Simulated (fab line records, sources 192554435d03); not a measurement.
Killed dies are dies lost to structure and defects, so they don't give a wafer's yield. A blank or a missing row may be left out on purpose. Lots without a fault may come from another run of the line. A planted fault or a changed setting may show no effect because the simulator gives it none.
Split-lot experiment | flow n5_finfet | 7 lots, 21 wafers read, on a route of 1938 steps

THE SPLIT
At N5_GATE_CUT_COAT_07 (resist thk 30 nm), the setting spin_rpm was moved away from the recipe's 1500 rpm on 6 of the 21 wafers read, by -10.4% to +4.7%. The other wafers ran this setting at the recipe's value.

FROM THE SPLIT TO THE READING: what the file shows between them, 4 steps
- N5_GATE_CUT_EBR_09
- N5_GATE_CUT_SOFTBAKE_08: time 60 s
- N5_GATE_CUT_EXPOSE_10: exposes mask GATE CUT, target cd 20 nm
- N5_GATE_CUT_PEB_11: peb time 60 s

THE READING
CAR-EUV_of_GATE_CUT_COAT_07.thk_nm (the simulator's own value, which no gauge read), in nm, at N5_GATE_CUT_DEVELOP_12 (develop time 30 s). The file gives no usual value for it. The 15 wafers here that ran the recipe average 29.5 nm, standard deviation 0.1 nm.

wafer  | tool, chamber at the split | spin_rpm as run, rpm | against the recipe | CAR-EUV_of_GATE_CUT_COAT_07.thk_nm, nm | against lot-mates on the recipe
L075.4 | litho_track-04, 0          | 1500                 | recipe             | 29.4                                   | -
L075.5 | litho_track-04, 0          | 1344                 | -10.4%             | 31.2                                   | +1.7
L075.6 | litho_track-04, 0          | 1500                 | recipe             | 29.6                                   | -
L079.2 | litho_track-02, 0          | 1570                 | +4.7%              | 29                                     | -0.6
L079.3 | litho_track-02, 0          | 1570                 | +4.7%              | 29                                     | -0.6
L079.4 | litho_track-02, 0          | 1500                 | recipe             | 29.6                                   | -
L082.1 | litho_track-02, 0          | 1500                 | recipe             | 29.6                                   | -
L082.3 | litho_track-02, 0          | 1500                 | recipe             | 29.6                                   | -
L082.4 | litho_track-02, 0          | 1500                 | recipe             | 29.6                                   | -
L083.3 | litho_track-03, 0          | 1500                 | recipe             | 29.4                                   | -
L083.5 | litho_track-03, 0          | 1402                 | -6.5%              | 30.6                                   | +1.2
L083.6 | litho_track-03, 0          | 1402                 | -6.5%              | 30.6                                   | +1.2
L086.1 | litho_track-02, 0          | 1500                 | recipe             | 29.6                                   | -
L086.3 | litho_track-02, 0          | 1500                 | recipe             | 29.4                                   | -
L086.5 | litho_track-02, 0          | 1500                 | recipe             | 29.4                                   | -
L092.1 | litho_track-03, 0          | 1500                 | recipe             | 29.6                                   | -
L092.3 | litho_track-03, 0          | 1500                 | recipe             | 29.4                                   | -
L092.4 | litho_track-03, 0          | 1500                 | recipe             | 29.4                                   | -
L094.1 | litho_track-03, 0          | 1500                 | recipe             | 29.4                                   | -
L094.4 | litho_track-03, 0          | 1500                 | recipe             | 29.4                                   | -
L094.6 | litho_track-03, 0          | 1571                 | +4.7%              | 28.8                                   | -0.6

THE FIT
A straight line over all 21 wafers: CAR-EUV_of_GATE_CUT_COAT_07.thk_nm changes by -0.153 nm for each +1% of spin_rpm; r = -0.98; the points scatter about the line by 0.12 nm.
The same after taking each lot's own level away (the mean of its wafers on the recipe; 21 wafers): -0.16 nm for each +1%; r = -0.99; scatter 0.092 nm.
On that fit, the largest move of spin_rpm shifts the reading by 1.7 nm.
The lots' own levels span 29.40 to 29.60 nm, that is 2.0 times the standard deviation above.
So the lot-to-lot level changes the slope little: the two slopes agree.
Check: with one of the wafers moved furthest among these (-10.4%) left out of the fit, the line predicts +1.7 nm for it against its lot-mates. It came out at +1.7 nm against them.

OTHER SPLITS ON THESE WAFERS
These wafers also went through other splits before the reading. Each is held against what the fit with the lots' levels taken away leaves over:
other split on the same wafers       | wafers away from the commonest value | r with CAR-EUV_of_GATE_CUT_COAT_07.thk_nm (lot level and that fit taken away)
N5_SD_EPI_N_EXPOSE_06 dose_mj        | 8                                    | +0.28
N5_SD_EPI_P_EPI_21 epi_growth_time_s | 5                                    | +0.12
N5_SD_ACTIVATION_LSA_01 temp_c       | 7                                    | +0.28
N5_HKMG_FIN_COAT_06 spin_rpm         | 5                                    | +0.22
N5_HKMG_FIN_EXPOSE_09 dose_mj        | 11                                   | -0.16

THE WHOLE CHAIN: every reading that the file lists as answering this split, in the file's order
step                   | what it does      | reading                                                                             | change (the file's fit)               | r (the file's)
N5_GATE_CUT_COAT_07    | resist thk 30 nm  | CAR-EUV_of_GATE_CUT_COAT_07.thk_nm (the simulator's own value, which no gauge read) | -0.148 nm for each +1% of the setting | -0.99
N5_GATE_CUT_DEVELOP_12 | develop time 30 s | CAR-EUV_of_GATE_CUT_COAT_07.thk_nm (the simulator's own value, which no gauge read) | -0.16 nm for each +1% of the setting  | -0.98

THE FILE'S OWN FIT
CAR-EUV_of_GATE_CUT_COAT_07.thk_nm changes by -0.16 nm for each +1% of spin_rpm, r = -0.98.
